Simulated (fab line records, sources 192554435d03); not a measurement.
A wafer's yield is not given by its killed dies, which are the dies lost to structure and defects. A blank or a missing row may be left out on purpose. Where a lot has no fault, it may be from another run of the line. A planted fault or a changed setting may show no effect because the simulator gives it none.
Comparing a struck lot with a sound one | flow n5_finfet | 29 steps out of a route of 1938
Sound: the wafers L130.3, L130.4, L130.6. Struck: wafers L139.3, L139.6 (left out: L139.1, a lot-mate that was not struck); the cause follows at the end.
For every step that has rows: the tool of each side, followed by ch and its chambers, followed by its first start. Under that, the readings that differ: sound wafers | struck wafers | difference of the means | sigmas: that difference in standard deviations of wafers without a fault.
alike: readings with means less than 2 such deviations apart, plus words and numbers identical on both sides. not compared: withheld readings, readings lacking a value on some wafer, bounds such as >300 that could conceal the same value, and numbers that have no deviation in the record and whose values overlap.
A row with sigmas, a row that says differs or no value, or rows on one side alone: a step with any of these is where the two part. Numbers that have no deviation but don't overlap get no sigmas and don't part them. Lack of a reading on every wafer of one side parts them only where that side has two or more wafers.

first, 4 steps without rows for these wafers: N5_BEOL_M6_SOFTBAKE_06 (time 60 s); N5_BEOL_M6_EXPOSE_08 (exposes mask M6); N5_BEOL_M6_PEB_09 (peb time 60 s); N5_BEOL_M6_DEVELOP_10 (develop time 30 s).
N5_BEOL_M6_CD_MEAS_11 targets a cd of 38.5 nm.
  sound on cd_sem-03 ch 0, day 8 23:13; struck on cd_sem-01 ch 0, day 11 05:13
  alike: cd_nm
N5_BEOL_M6_OVL_MEAS_12:
  sound on overlay-02 ch 0, day 8 23:15; struck on overlay-01 ch 0, day 11 05:14
  alike: M6_OVL
N5_BEOL_M6_INSPECT_13: inspects for defects (brightfield).
  sound on defect_inspect-01 at day 8 23:17; struck on defect_inspect-01 at day 11 05:16
  alike: raw_defect_count
then, 1 step without rows for these wafers: N5_BEOL_M6_DESCUM_16 (chemistry O2, time 7.9 s).
N5_BEOL_M6_ETCH_61: etches SiARC in CF4, target depth 45.5 nm, time 75.8 s.
  sound on rie_diel-04 ch 0,3, day 8 23:28; struck on rie_diel-04 ch 1, day 11 05:41
  alike: bias_w, drypump_motor_current_A, etch_rf_on_time_s, oes_product_au, rf_vpp_V, showerhead_plenum_p_Torr, throttle_valve_pct
  not compared: rf_hours_counter_h
N5_BEOL_M6_ETCH_62: etches SOC in N2/H2, target depth 110 nm, overetch 22 nm, time 165 s.
  sound on rie_diel-04 ch 0,3, day 8 23:32; struck on rie_diel-04 ch 1, day 11 05:44
  alike: bias_w, drypump_motor_current_A, oes_product_au, rf_vpp_V, showerhead_plenum_p_Torr, throttle_valve_pct
  not compared: rf_hours_counter_h
then, 1 step without rows for these wafers: N5_BEOL_M6_STRIP_68 (strips in N2/H2).
N5_BEOL_M6_STRIP_67: strips in CF4.
  sound on rie_diel-04 ch 0,3, day 8 23:40; struck on rie_diel-04 ch 1, day 11 05:53
  alike: drypump_motor_current_A, oes_product_au, rf_vpp_V, showerhead_plenum_p_Torr, throttle_valve_pct
  not compared: rf_hours_counter_h
N5_BEOL_M6_HM_OPEN_17: chemistry Cl2/BCl3, target TiN, target depth 20 nm, overetch 6 nm.
  sound on rie_metal-01 ch 0,1, day 8 23:44; struck on rie_metal-03 ch 1, day 11 05:56
  alike: bias_w, drypump_motor_current_A, oes_product_au, throttle_valve_pct
  not compared: rf_hours_counter_h
N5_BEOL_M6_STRIP_19: strips in O2.
  sound on rie_diel-04 ch 2,3, day 8 23:49; struck on rie_diel-04 ch 0,1, day 11 06:13
  reading      | sound       | struck  | difference | sigmas
  rf_vpp_V (V) | 4.4 4.1 3.2 | 5.8 5.2 | +1.6       | +2
  alike: drypump_motor_current_A, o2_flow_sccm, oes_product_au, showerhead_plenum_p_Torr, throttle_valve_pct
  not compared: rf_hours_counter_h
N5_BEOL_M6_CD_MEAS_18: pitch 80 nm, target cd 40 nm.
  sound on cd_sem-03 at day 8 23:54; struck on cd_sem-01 at day 11 06:17
  alike: cd_nm
then, 9 steps without rows for these wafers: N5_BEOL_M6_COAT_63 (time 60 s, resist thk 60 nm); N5_BEOL_M6_COAT_64 (time 60 s, resist thk 12 nm); N5_BEOL_M6_COAT_71 (time 60 s, resist thk 5 nm); N5_BEOL_M6_COAT_22 (resist thk 30 nm); N5_BEOL_M6_EBR_24; N5_BEOL_M6_SOFTBAKE_23 (time 60 s); N5_BEOL_M6_EXPOSE_25 (exposes mask V5, target cd 40 nm); N5_BEOL_M6_PEB_26 (peb time 60 s); N5_BEOL_M6_DEVELOP_27 (develop time 30 s).
N5_BEOL_M6_CD_MEAS_28 targets a cd of 40 nm.
  sound on cd_sem-01 ch 0, day 9 00:12; struck on cd_sem-01 ch 0, day 11 08:18
  alike: cd_nm
N5_BEOL_M6_OVL_MEAS_29:
  sound on overlay-01 ch 0, day 9 00:14; struck on overlay-02 ch 0, day 11 08:20
  alike: V5_OVL
N5_BEOL_M6_INSPECT_30: inspects for defects (brightfield).
  sound on defect_inspect-02 at day 9 00:17; struck on defect_inspect-01 at day 11 08:23
  reading          | sound       | struck  | difference | sigmas
  raw_defect_count | 359 322 367 | 737 793 | +416       | +4
N5_BEOL_M6_DESCUM_33: chemistry O2, time 7 s.
  sound on rie_diel-04 ch 0,2,3, day 9 00:22; struck on rie_diel-06 ch 2,3, day 11 08:25
  alike: drypump_motor_current_A, o2_flow_sccm, oes_product_au, rf_vpp_V, showerhead_plenum_p_Torr, throttle_valve_pct
  not compared: rf_hours_counter_h
-- the record jumps here: 4 days lie between the struck wafers' starts before and after (it left off in module BEOL_M6 and takes up again in module PASSIVATION, whose first step shown is number 1936 of the route) --
N5_PASSIVATION_PROBE_49:
  only the struck wafers here have rows in the record (prober-02, day 15 05:42); the sound ones have none

## WHERE THEY PART
Last at N5_PASSIVATION_PROBE_49 as far as this record goes, first at N5_BEOL_M6_STRIP_19.

WHY: whatever the simulator had introduced
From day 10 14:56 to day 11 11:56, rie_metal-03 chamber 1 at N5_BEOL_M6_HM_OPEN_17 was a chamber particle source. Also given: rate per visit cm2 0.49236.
